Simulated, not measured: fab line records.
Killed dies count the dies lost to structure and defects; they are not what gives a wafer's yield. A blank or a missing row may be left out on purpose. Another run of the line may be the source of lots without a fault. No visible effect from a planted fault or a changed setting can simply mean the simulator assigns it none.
Split-lot trial / flow n5-finfet / on a route of 1938 steps: 7 lots, 21 wafers read

## THE SPLIT ITSELF
At N5_BEOL_M15_COAT_04 (resist thk 800 nm), the setting spin-rpm was moved away from the recipe's 1704 rpm on 6 of the 21 wafers read, by -9.3% to +9.3%. For the rest of the wafers, this setting stayed at what the recipe calls for.

The split's own step is where the reading is taken.

## THE READING
coat_of_BEOL_M15_COAT_04.thk-nm (the simulator's own value, which no gauge read), in nm, at N5_BEOL_M15_COAT_04 (resist thk 800 nm). There is no usual value for it anywhere in the file. Across the 15 wafers here that went through the recipe, the average is 800.0 nm and the standard deviation 1.8 nm.

wafer=L074.3; tool, chamber at the split=litho-track-01, 0; spin-rpm as run, rpm=1704; against the recipe=recipe; coat_of_BEOL_M15_COAT_04.thk-nm, nm=799.8; against lot-mates on the recipe=-
wafer=L074.4; tool, chamber at the split=litho-track-01, 0; spin-rpm as run, rpm=1704; against the recipe=recipe; coat_of_BEOL_M15_COAT_04.thk-nm, nm=800; against lot-mates on the recipe=-
wafer=L074.6; tool, chamber at the split=litho-track-01, 0; spin-rpm as run, rpm=1704; against the recipe=recipe; coat_of_BEOL_M15_COAT_04.thk-nm, nm=797.2; against lot-mates on the recipe=-
wafer=L078.1; tool, chamber at the split=litho-track-04, 0; spin-rpm as run, rpm=1650; against the recipe=-3.2%; coat_of_BEOL_M15_COAT_04.thk-nm, nm=810.4; against lot-mates on the recipe=+13.6
wafer=L078.3; tool, chamber at the split=litho-track-04, 0; spin-rpm as run, rpm=1650; against the recipe=-3.2%; coat_of_BEOL_M15_COAT_04.thk-nm, nm=812; against lot-mates on the recipe=+15.2
wafer=L078.4; tool, chamber at the split=litho-track-04, 0; spin-rpm as run, rpm=1704; against the recipe=recipe; coat_of_BEOL_M15_COAT_04.thk-nm, nm=796.8; against lot-mates on the recipe=-
wafer=L080.1; tool, chamber at the split=litho-track-04, 0; spin-rpm as run, rpm=1545; against the recipe=-9.3%; coat_of_BEOL_M15_COAT_04.thk-nm, nm=839.6; against lot-mates on the recipe=+40.2
wafer=L080.5; tool, chamber at the split=litho-track-04, 0; spin-rpm as run, rpm=1545; against the recipe=-9.3%; coat_of_BEOL_M15_COAT_04.thk-nm, nm=839.6; against lot-mates on the recipe=+40.2
wafer=L080.3; tool, chamber at the split=litho-track-04, 0; spin-rpm as run, rpm=1704; against the recipe=recipe; coat_of_BEOL_M15_COAT_04.thk-nm, nm=799.4; against lot-mates on the recipe=-
wafer=L082.1; tool, chamber at the split=litho-track-04, 0; spin-rpm as run, rpm=1704; against the recipe=recipe; coat_of_BEOL_M15_COAT_04.thk-nm, nm=801; against lot-mates on the recipe=-
wafer=L082.3; tool, chamber at the split=litho-track-04, 0; spin-rpm as run, rpm=1704; against the recipe=recipe; coat_of_BEOL_M15_COAT_04.thk-nm, nm=799; against lot-mates on the recipe=-
wafer=L082.6; tool, chamber at the split=litho-track-04, 0; spin-rpm as run, rpm=1704; against the recipe=recipe; coat_of_BEOL_M15_COAT_04.thk-nm, nm=800; against lot-mates on the recipe=-
wafer=L086.1; tool, chamber at the split=litho-track-01, 0; spin-rpm as run, rpm=1863; against the recipe=+9.3%; coat_of_BEOL_M15_COAT_04.thk-nm, nm=767; against lot-mates on the recipe=-33.5
wafer=L086.2; tool, chamber at the split=litho-track-01, 0; spin-rpm as run, rpm=1704; against the recipe=recipe; coat_of_BEOL_M15_COAT_04.thk-nm, nm=800.6; against lot-mates on the recipe=-
wafer=L086.3; tool, chamber at the split=litho-track-01, 0; spin-rpm as run, rpm=1704; against the recipe=recipe; coat_of_BEOL_M15_COAT_04.thk-nm, nm=800.4; against lot-mates on the recipe=-
wafer=L090.3; tool, chamber at the split=litho-track-01, 0; spin-rpm as run, rpm=1704; against the recipe=recipe; coat_of_BEOL_M15_COAT_04.thk-nm, nm=798.6; against lot-mates on the recipe=-
wafer=L090.4; tool, chamber at the split=litho-track-01, 0; spin-rpm as run, rpm=1704; against the recipe=recipe; coat_of_BEOL_M15_COAT_04.thk-nm, nm=801.4; against lot-mates on the recipe=-
wafer=L090.6; tool, chamber at the split=litho-track-01, 0; spin-rpm as run, rpm=1704; against the recipe=recipe; coat_of_BEOL_M15_COAT_04.thk-nm, nm=798.8; against lot-mates on the recipe=-
wafer=L097.1; tool, chamber at the split=litho-track-03, 0; spin-rpm as run, rpm=1704; against the recipe=recipe; coat_of_BEOL_M15_COAT_04.thk-nm, nm=804; against lot-mates on the recipe=-
wafer=L097.2; tool, chamber at the split=litho-track-03, 0; spin-rpm as run, rpm=1832; against the recipe=+7.5%; coat_of_BEOL_M15_COAT_04.thk-nm, nm=772.4; against lot-mates on the recipe=-31.0
wafer=L097.3; tool, chamber at the split=litho-track-03, 0; spin-rpm as run, rpm=1704; against the recipe=recipe; coat_of_BEOL_M15_COAT_04.thk-nm, nm=802.8; against lot-mates on the recipe=-

FIT RESULTS
A straight line over all 21 wafers: coat_of_BEOL_M15_COAT_04.thk-nm changes by -3.91 nm for each +1% of spin-rpm; r = -0.99; the points scatter about the line by 2.1 nm.
The same after taking each lot's own level away (the mean of its wafers on the recipe; 21 wafers): -4.09 nm for each +1%; r = -1.00; scatter 1.5 nm.
That fit puts the effect of the largest move of spin-rpm on the reading at 38 nm.
From 796.80 to 803.40 nm: that is the span of the lots' own levels, equal to 3.6 times the standard deviation above.
Hence the lot-to-lot level has little effect on the slope; both slopes agree.
Check: with one of the wafers moved furthest among these (-9.3%) left out of the fit, the line predicts +38.2 nm for it against its lot-mates. It came out at +40.2 nm against them.

## OTHER SPLITS ON THESE WAFERS
Other splits were also applied to these wafers ahead of the reading. Each is held against what the fit with the lots' levels taken away leaves over:
other split on the same wafers=N5_BEOL_M15_ILD_DEP_00 temp-c; wafers away from the commonest value=4; r with coat_of_BEOL_M15_COAT_04.thk-nm (lot level and that fit taken away)=+0.19

## THE FILE'S OWN FIT
coat_of_BEOL_M15_COAT_04.thk-nm changes by -4.02 nm for each +1% of spin-rpm, r = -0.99.
